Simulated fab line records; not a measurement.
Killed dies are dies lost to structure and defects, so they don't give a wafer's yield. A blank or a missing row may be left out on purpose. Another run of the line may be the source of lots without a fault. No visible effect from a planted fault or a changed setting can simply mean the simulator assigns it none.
Which tool was responsible?	flow nand harc	12 lots with 36 wafers sampled at 6 steps, on a route of 1159 steps

WHAT EACH GAUGE READ, for each wafer
NHARC_P_M1_OVL_MEAS_10: pitch 260 nm. Usual: overlay x nm 0.0 nm, standard deviation 1; overlay y nm 0.0 nm, standard deviation 0.99.
lot	measured	on	overlay x nm (nm)	overlay y nm (nm)	flag
L319	day 6 00:20	overlay-02	-0.2 -0.1 -0.1	0.1 0.0 0.3	
L320	day 6 05:07	overlay-02	0.5 0.0 1.2	1.9 2.7 1.9	
L322	day 6 17:46	overlay-02	-1.0 -1.1 -1.1	-0.8 -0.7 -0.6	
L321	day 6 20:42	overlay-01	0.3 0.4 0.6	1.4 1.3 0.9	
L324	day 7 10:52	overlay-02	-0.2 0.3 -0.3	-0.5 -0.9 0.0	
L329	day 8 09:46	overlay-02	2.1 2.4 1.6	0.9 0.8 0.9	
L330	day 8 14:57	overlay-02	0.6 0.2 0.2	-1.1 -1.3 -1.5	
L331	day 9 06:46	overlay-02	1.2 0.9 1.1	-0.9 -1.3 -1.5	
L336	day 10 06:02	overlay-02	0.7 1.4 1.3	0.7 0.9 0.2	
L337	day 10 06:38	overlay-01	0.5 0.1 0.4	0.3 1.2 0.3	
L338	day 11 04:49	overlay-01	1.0 1.1 1.1	-1.4 -1.2 -1.4	
L341	day 11 08:22	overlay-01	-0.5 -0.4 -0.5	0.8 1.1 0.4	

NHARC_P_M1_INSPECT_11. Usual: raw defect count 4.1, standard deviation 2.2.
lot	measured	on	raw defect count	flag
L319	day 6 00:23	defect inspect-02	1 3 2	
L320	day 6 05:08	defect inspect-01	1 5 1	
L322	day 6 17:49	defect inspect-01	6 6 3	
L321	day 6 20:44	defect inspect-02	6 2 6	
L324	day 7 10:54	defect inspect-02	4 4 6	
L329	day 8 09:49	defect inspect-02	0 1 1	
L330	day 8 14:59	defect inspect-01	236 3 6	OFF
L331	day 9 06:49	defect inspect-01	2 3 4	
L336	day 10 06:04	defect inspect-02	1 3 4	
L337	day 10 06:41	defect inspect-02	6 6 8	
L338	day 11 04:51	defect inspect-02	8 5 1	
L341	day 11 08:25	defect inspect-01	3 4 0	

NHARC_END_SORT_01. Usual: defect limited yield 95.8 %, standard deviation 1.3; killed at array 24, standard deviation 8.7; killed at other 0.8, standard deviation 1.2; killed at periphery 3.6, standard deviation 2.3; killed dies 28, standard deviation 8.9; killed open 3.2, standard deviation 1.9; killed short 2.0, standard deviation 1.6; sort_bin_2_pct 1.3 %, standard deviation 0.57; sort_bin_3_pct 0.22 %, standard deviation 0.19; sort_bin_4_pct 2.7 %, standard deviation 0.89; sort n pass 649, standard deviation 8.9; sort rim yield pct 95 %, standard deviation 3.1; sort yield pct 95.8 %, standard deviation 1.3.
lot	measured	on	defect limited yield (%)	killed at array	killed at other	killed at periphery	killed dies	killed open	killed short	sort_bin_2_pct (%)	sort_bin_3_pct (%)	sort_bin_4_pct (%)	sort n pass	sort rim yield pct (%)	sort yield pct (%)	flag
L330	day 22 22:02	prober-01	66.9 96.5 97.0	16 19 17	0 1 0	208 4 3	224 24 20	3 7 0	1 1 0	10.3 1.0 0.3	1.62 0.44 0.15	21.1 2.1 2.5	453 653 657	58 91 97	66.9 96.5 97.0	OFF

TOOL THAT RAN EACH LOT (tool first, then ch and the chambers of the sampled wafers, then the start)
lot	NHARC_P_M0_ETCH_15	NHARC_P_M0_CMP_23	NHARC_P_M1_PRE_CLEAN_30
L319	rie diel-12 ch 0,1, day 5 22:19 or earlier	cmp-01 ch 0,2,3, day 5 22:19	pvd sputter-02, no start
L320	rie diel-12 ch 1,2,3, day 6 03:08 or earlier	cmp-04 ch 2,3, day 6 03:08	pvd sputter-03, no start
L322	rie diel-09 ch 0,3, day 6 15:58 or earlier	cmp-04 ch 0,1,3, day 6 15:58	pvd sputter-03, no start
L321	rie diel-01 ch 0,3, day 6 18:50 or earlier	cmp-02 ch 1,2,3, day 6 18:50	pvd sputter-02, no start
L324	rie diel-09 ch 1,3, day 7 08:55 or earlier	cmp-01 ch 1,2, day 7 08:55	pvd sputter-02, day 7 12:05
L329	rie diel-12 ch 2,3, day 8 07:56 or earlier	cmp-01 ch 0,1, day 8 07:56	pvd sputter-03, no start
L330	rie diel-12 ch 0,1,2, day 8 13:11 or earlier	cmp-04 ch 1,2,3, day 8 13:11	pvd sputter-02, day 22 22:02 or earlier
L331	rie diel-01 ch 0,1,3, day 9 04:57 or earlier	cmp-01 ch 1,2,3, day 9 04:57	pvd sputter-02, no start
L336	rie diel-12 ch 0,2,3, day 10 04:04 or earlier	cmp-01 ch 0,3, day 10 04:04	pvd sputter-03, no start
L337	rie diel-12 ch 0,1,2, day 10 04:43 or earlier	cmp-01 ch 1,3, day 10 04:43	pvd sputter-01, no start
L338	rie diel-12 ch 0,2,3, day 11 02:45 or earlier	cmp-02 ch 0,2,3, day 11 02:45	pvd sputter-02, no start
L341	rie diel-09 ch 1,2, day 11 06:30 or earlier	cmp-02 ch 0,1,3, day 11 06:30	pvd sputter-02, no start
- NHARC_P_M0_ETCH_15: etches the open film in C4F8/Ar, target depth 150 nm, overetch 15 nm, time 82.5 s.
- NHARC_P_M0_CMP_23: polishes, t overpolish 20 s, target thk 117.53 nm.
- NHARC_P_M1_PRE_CLEAN_30: time 30 s.

AS READ BY THE TOOLS THEMSELVES (means over the sampled wafers that have a number; for cases with no such wafer, the mark the record gives instead)
NHARC_P_M0_ETCH_15. Usual: oes product au 0.957 a.u., standard deviation 0.022; rf fwd power W 595.9 W, standard deviation 2.2; rf vpp V 441.1 V, standard deviation 2.9.
lot	tool	oes product au (a.u.)	rf fwd power W (W)	rf vpp V (V)	flag
L319	rie diel-12	0.965	593.4	441.5	
L320	rie diel-12	0.946	595.7	438.5	
L322	rie diel-09	0.983	595.7	445.1	
L321	rie diel-01	0.969	597.6	442.3	
L324	rie diel-09	0.968	597.7	443.6	
L329	rie diel-12	0.940	594.5	438.2	
L330	rie diel-12	0.962	594.4	439.5	
L331	rie diel-01	0.968	598.7	441.4	
L336	rie diel-12	0.963	596.3	439.4	
L337	rie diel-12	0.978	595.8	440.3	
L338	rie diel-12	0.938	595.9	439.4	
L341	rie diel-09	0.925	596.7	438.9	

NHARC_P_M0_CMP_23. Usual: edge zone pressure frac 1.000, standard deviation 0.0054; motor current A 12.1 A, standard deviation 0.81; time to endpoint s 28.7 s, standard deviation 2.6.
lot	tool	edge zone pressure frac	motor current A (A)	time to endpoint s (s)	flag
L319	cmp-01	0.999	11.7	29.1	
L320	cmp-04	1.005	12.8	27.9	
L322	cmp-04	1.001	12.9	27.4	
L321	cmp-02	0.999	11.7	28.4	
L324	cmp-01	1.005	12.1	30.1	
L329	cmp-01	1.003	11.9	28.4	
L330	cmp-04	0.999	11.9	28.5	
L331	cmp-01	1.002	11.5	27.8	
L336	cmp-01	0.995	11.5	29.5	
L337	cmp-01	0.997	11.3	28.9	
L338	cmp-02	1.001	12.6	26.8	
L341	cmp-02	1.000	12.2	26.2	

NHARC_P_M1_PRE_CLEAN_30. Usual: heater power w 430 W, standard deviation 56.
lot	tool	heater power w (W)	flag
L319	pvd sputter-02	432	
L320	pvd sputter-03	447	
L322	pvd sputter-03	388	
L321	pvd sputter-02	470	
L324	pvd sputter-02	432	
L329	pvd sputter-03	403	
L330	pvd sputter-02	478	
L331	pvd sputter-02	430	
L336	pvd sputter-03	385	
L337	pvd sputter-01	448	
L338	pvd sputter-02	436	
L341	pvd sputter-02	460	

THE ANSWER, worked out from the rows above alone
Rule: a lot is off if the mean of its wafers that have a number lies more than 3 standard deviations from the usual mean. A lot without any number at a reading at which 4 lots or more have one is off too. All remaining lots with rows at the step are treated as sound. The gauges are gone through in route order, then the tools' own readings, and for those a lot's mean is taken as printed above. The first step at which some lot is off is used, and at that step the reading that is off furthest; a lot without a number counts as furthest.
Off at NHARC_P_M1_INSPECT_11 (raw defect count): L330.
A tool fits if, at a process step before that reading, it ran every lot that is off, and no sound lot after the first of them. The gauges at NHARC_P_M1_INSPECT_11 aren't tried: what is off there is off at NHARC_END_SORT_01 too, on other tools, and a gauge's error can't cause that. NHARC_P_M0_ETCH_15: start missing for some lots; hours and lot order therefore follow NHARC_P_M0_CMP_23. One fits: cmp-04 at NHARC_P_M0_CMP_23. Its last sound lot is L322 (day 6 15:58), its first lot that is off L330 (day 8 13:11): a fault that began between those two fits.

WHAT THE SIMULATOR HAD INSERTED
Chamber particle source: cmp-04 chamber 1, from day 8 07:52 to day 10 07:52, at NHARC_P_M0_CMP_23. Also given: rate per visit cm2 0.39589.
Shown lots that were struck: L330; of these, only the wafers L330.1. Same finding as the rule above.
